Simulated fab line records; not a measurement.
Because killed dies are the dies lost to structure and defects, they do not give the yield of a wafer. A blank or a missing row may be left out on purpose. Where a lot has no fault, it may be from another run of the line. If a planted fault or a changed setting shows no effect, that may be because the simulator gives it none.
Chamber matching + flow n5 finfet + rie diel-02 running N5_MOL_CONTACT_COAG_ETCH_90: 4 sister chambers
The step etches SiARC in CF4, target depth 13 nm, time 21.7 s. 20 wafers are shown with their chamber, then 10 later ones without.

## WAFERS PAIRED WITH THEIR CHAMBERS
| wafer  | chamber | drypump motor current A (A) | showerhead plenum p Torr (Torr) | throttle valve pct (%) |
|--------|---------|-----------------------------|---------------------------------|------------------------|
| L075.2 | 2       | 5.3                         | 2.21                            | 15.88                  |
| L075.5 | 3       | 5.6                         | 2.14                            | 15.52                  |
| L075.6 | 0       | 5.3                         | 2.05                            | 15.47                  |
| L078.1 | 3       | 5.6                         | 2.14                            | 15.54                  |
| L078.2 | 0       | 5.3                         | 2.04                            | 15.50                  |
| L078.5 | 3       | 5.6                         | 2.14                            | 15.54                  |
| L079.3 | 0       | 5.3                         | 2.04                            | 15.51                  |
| L079.4 | 2       | 5.2                         | 2.20                            | 15.92                  |
| L079.6 | 2       | 5.2                         | 2.20                            | 15.92                  |
| L080.3 | 2       | 5.2                         | 2.20                            | 15.93                  |
| L080.4 | 1       | 6.2                         | 2.21                            | 15.58                  |
| L080.5 | 0       | 5.3                         | 2.04                            | 15.50                  |
| L084.1 | 0       | 5.3                         | 2.04                            | 15.52                  |
| L084.3 | 1       | 6.2                         | 2.21                            | 15.61                  |
| L084.4 | 2       | 5.2                         | 2.20                            | 15.95                  |
| L086.1 | 1       | 6.2                         | 2.21                            | 15.60                  |
| L086.3 | 2       | 5.2                         | 2.20                            | 15.96                  |
| L086.5 | 1       | 6.2                         | 2.21                            | 15.61                  |
| L087.1 | 3       | 5.6                         | 2.13                            | 15.59                  |
| L087.4 | 1       | 6.2                         | 2.21                            | 15.61                  |

SIGNATURES (averages over the wafers above)
| reading                  | chamber 0 | chamber 1 | chamber 2 | chamber 3 | scatter within a chamber |
|--------------------------|-----------|-----------|-----------|-----------|--------------------------|
| drypump motor current A  | 5.300     | 6.200     | 5.217     | 5.600     | 0.0228                   |
| showerhead plenum p Torr | 2.0420    | 2.2100    | 2.2017    | 2.1375    | 0.00386                  |
| throttle valve pct       | 15.5000   | 15.6020   | 15.9267   | 15.5475   | 0.0233                   |
Rule: a wafer's distance from a chamber is the root of the sum, over the readings, of the square of ((its reading less the chamber's mean) divided by the reading's scatter). If the next closest chamber is less than 2 further off than the closest, the wafer can't be placed; otherwise it belongs to the closest. The scatter is the square root of a quotient: the sum, over the shown wafers, of each reading's squared deviation from its chamber's mean, divided by wafers minus chambers.

## WAFERS MISSING THEIR CHAMBER
| wafer  | drypump motor current A (A) | showerhead plenum p Torr (Torr) | throttle valve pct (%) |
|--------|-----------------------------|---------------------------------|------------------------|
| L087.5 | 6.2                         | 2.21                            | 15.60                  |
| L089.1 | 5.3                         | 2.04                            | 15.54                  |
| L089.4 | 5.2                         | 2.20                            | 15.97                  |
| L089.5 | 5.2                         | 2.20                            | 15.96                  |
| L090.1 | 5.3                         | 2.04                            | 15.54                  |
| L090.2 | 6.2                         | 2.20                            | 15.62                  |
| L090.5 | 6.3                         | 2.20                            | 15.59                  |
| L097.1 | 5.2                         | 2.19                            | 15.98                  |
| L097.3 | 5.6                         | 2.13                            | 15.61                  |
| L097.5 | 5.2                         | 2.19                            | 15.96                  |

## WHICH CHAMBER EACH ONE RAN IN
| wafer  | from the rows above | in truth |
|--------|---------------------|----------|
| L087.5 | 1                   | 1        |
| L089.1 | 0                   | 0        |
| L089.4 | 2                   | 2        |
| L089.5 | 2                   | 2        |
| L090.1 | 0                   | 0        |
| L090.2 | 1                   | 1        |
| L090.5 | 1                   | 1        |
| L097.1 | 2                   | 2        |
| L097.3 | 3                   | 3        |
| L097.5 | 2                   | 2        |
Correctly placed: 10 of 10. Number that these rows cannot place: 0. Wrongly placed: 0.
